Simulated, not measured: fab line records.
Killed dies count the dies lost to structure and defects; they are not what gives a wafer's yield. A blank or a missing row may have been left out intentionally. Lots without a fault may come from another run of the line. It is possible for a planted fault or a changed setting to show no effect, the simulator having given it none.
Chamber matching / flow n5_finfet / rie_diel-02 running N5_GATE_CUT_ETCH_36: 4 sister chambers
The step etches SiARC in CF4, target depth 13 nm, time 21.7 s. 20 wafers are shown with their chamber, then 10 later ones without.

## WAFERS, EACH WITH ITS CHAMBER
wafer=L074.1; chamber=0; showerhead_plenum_p_Torr (Torr)=2.17; drypump_motor_current_A (A)=5.8; throttle_valve_pct (%)=15.19
wafer=L074.4; chamber=2; showerhead_plenum_p_Torr (Torr)=2.18; drypump_motor_current_A (A)=6.1; throttle_valve_pct (%)=15.54
wafer=L074.6; chamber=2; showerhead_plenum_p_Torr (Torr)=2.18; drypump_motor_current_A (A)=6.1; throttle_valve_pct (%)=15.52
wafer=L075.1; chamber=1; showerhead_plenum_p_Torr (Torr)=2.28; drypump_motor_current_A (A)=6.4; throttle_valve_pct (%)=15.39
wafer=L075.4; chamber=2; showerhead_plenum_p_Torr (Torr)=2.18; drypump_motor_current_A (A)=6.1; throttle_valve_pct (%)=15.55
wafer=L075.5; chamber=1; showerhead_plenum_p_Torr (Torr)=2.28; drypump_motor_current_A (A)=6.4; throttle_valve_pct (%)=15.38
wafer=L078.1; chamber=1; showerhead_plenum_p_Torr (Torr)=2.28; drypump_motor_current_A (A)=6.4; throttle_valve_pct (%)=15.39
wafer=L078.4; chamber=3; showerhead_plenum_p_Torr (Torr)=2.09; drypump_motor_current_A (A)=4.7; throttle_valve_pct (%)=15.26
wafer=L078.6; chamber=1; showerhead_plenum_p_Torr (Torr)=2.28; drypump_motor_current_A (A)=6.4; throttle_valve_pct (%)=15.40
wafer=L079.4; chamber=1; showerhead_plenum_p_Torr (Torr)=2.28; drypump_motor_current_A (A)=6.4; throttle_valve_pct (%)=15.39
wafer=L079.5; chamber=1; showerhead_plenum_p_Torr (Torr)=2.28; drypump_motor_current_A (A)=6.3; throttle_valve_pct (%)=15.40
wafer=L079.6; chamber=2; showerhead_plenum_p_Torr (Torr)=2.18; drypump_motor_current_A (A)=6.1; throttle_valve_pct (%)=15.55
wafer=L081.1; chamber=2; showerhead_plenum_p_Torr (Torr)=2.18; drypump_motor_current_A (A)=6.1; throttle_valve_pct (%)=15.57
wafer=L081.4; chamber=0; showerhead_plenum_p_Torr (Torr)=2.17; drypump_motor_current_A (A)=5.8; throttle_valve_pct (%)=15.21
wafer=L081.5; chamber=2; showerhead_plenum_p_Torr (Torr)=2.18; drypump_motor_current_A (A)=6.1; throttle_valve_pct (%)=15.55
wafer=L086.1; chamber=1; showerhead_plenum_p_Torr (Torr)=2.28; drypump_motor_current_A (A)=6.4; throttle_valve_pct (%)=15.41
wafer=L086.4; chamber=2; showerhead_plenum_p_Torr (Torr)=2.18; drypump_motor_current_A (A)=6.1; throttle_valve_pct (%)=15.58
wafer=L086.5; chamber=3; showerhead_plenum_p_Torr (Torr)=2.09; drypump_motor_current_A (A)=4.7; throttle_valve_pct (%)=15.28
wafer=L085.3; chamber=0; showerhead_plenum_p_Torr (Torr)=2.16; drypump_motor_current_A (A)=5.7; throttle_valve_pct (%)=15.22
wafer=L085.4; chamber=2; showerhead_plenum_p_Torr (Torr)=2.17; drypump_motor_current_A (A)=6.1; throttle_valve_pct (%)=15.59

SIGNATURES, as means of the wafers listed above
reading=showerhead_plenum_p_Torr; chamber 0=2.1667; chamber 1=2.2800; chamber 2=2.1787; chamber 3=2.0900; scatter within a chamber=0.0031
reading=drypump_motor_current_A; chamber 0=5.767; chamber 1=6.386; chamber 2=6.100; chamber 3=4.700; scatter within a chamber=0.0309
reading=throttle_valve_pct; chamber 0=15.2067; chamber 1=15.3943; chamber 2=15.5563; chamber 3=15.2700; scatter within a chamber=0.0174
Rule: a wafer's distance from a chamber is the root of the sum, over the readings, of the square of ((its reading less the chamber's mean) divided by the reading's scatter). If the next closest chamber is less than 2 further off than the closest, the wafer can't be placed; otherwise it belongs to the closest. The scatter: the root of (the sum of the squares of (reading less its chamber's mean) over the shown wafers, divided by (wafers less chambers)).

## WAFERS WHOSE CHAMBER IS MISSING
wafer=L085.5; showerhead_plenum_p_Torr (Torr)=2.16; drypump_motor_current_A (A)=5.8; throttle_valve_pct (%)=15.23
wafer=L087.4; showerhead_plenum_p_Torr (Torr)=2.16; drypump_motor_current_A (A)=5.8; throttle_valve_pct (%)=15.23
wafer=L087.5; showerhead_plenum_p_Torr (Torr)=2.08; drypump_motor_current_A (A)=4.8; throttle_valve_pct (%)=15.30
wafer=L087.6; showerhead_plenum_p_Torr (Torr)=2.16; drypump_motor_current_A (A)=5.8; throttle_valve_pct (%)=15.22
wafer=L094.2; showerhead_plenum_p_Torr (Torr)=2.17; drypump_motor_current_A (A)=6.1; throttle_valve_pct (%)=15.61
wafer=L094.4; showerhead_plenum_p_Torr (Torr)=2.17; drypump_motor_current_A (A)=6.1; throttle_valve_pct (%)=15.62
wafer=L094.5; showerhead_plenum_p_Torr (Torr)=2.27; drypump_motor_current_A (A)=6.4; throttle_valve_pct (%)=15.44
wafer=L097.1; showerhead_plenum_p_Torr (Torr)=2.16; drypump_motor_current_A (A)=5.8; throttle_valve_pct (%)=15.29
wafer=L097.2; showerhead_plenum_p_Torr (Torr)=2.08; drypump_motor_current_A (A)=4.8; throttle_valve_pct (%)=15.35
wafer=L097.5; showerhead_plenum_p_Torr (Torr)=2.16; drypump_motor_current_A (A)=6.1; throttle_valve_pct (%)=15.63

## WHICH CHAMBER EACH ONE RAN IN
wafer=L085.5; from the rows above=0; in truth=0
wafer=L087.4; from the rows above=0; in truth=0
wafer=L087.5; from the rows above=3; in truth=3
wafer=L087.6; from the rows above=0; in truth=0
wafer=L094.2; from the rows above=2; in truth=2
wafer=L094.4; from the rows above=2; in truth=2
wafer=L094.5; from the rows above=1; in truth=1
wafer=L097.1; from the rows above=0; in truth=0
wafer=L097.2; from the rows above=3; in truth=3
wafer=L097.5; from the rows above=2; in truth=2
Correctly placed: 10 of 10. Can't be placed from these rows: 0. Placed wrongly: 0.
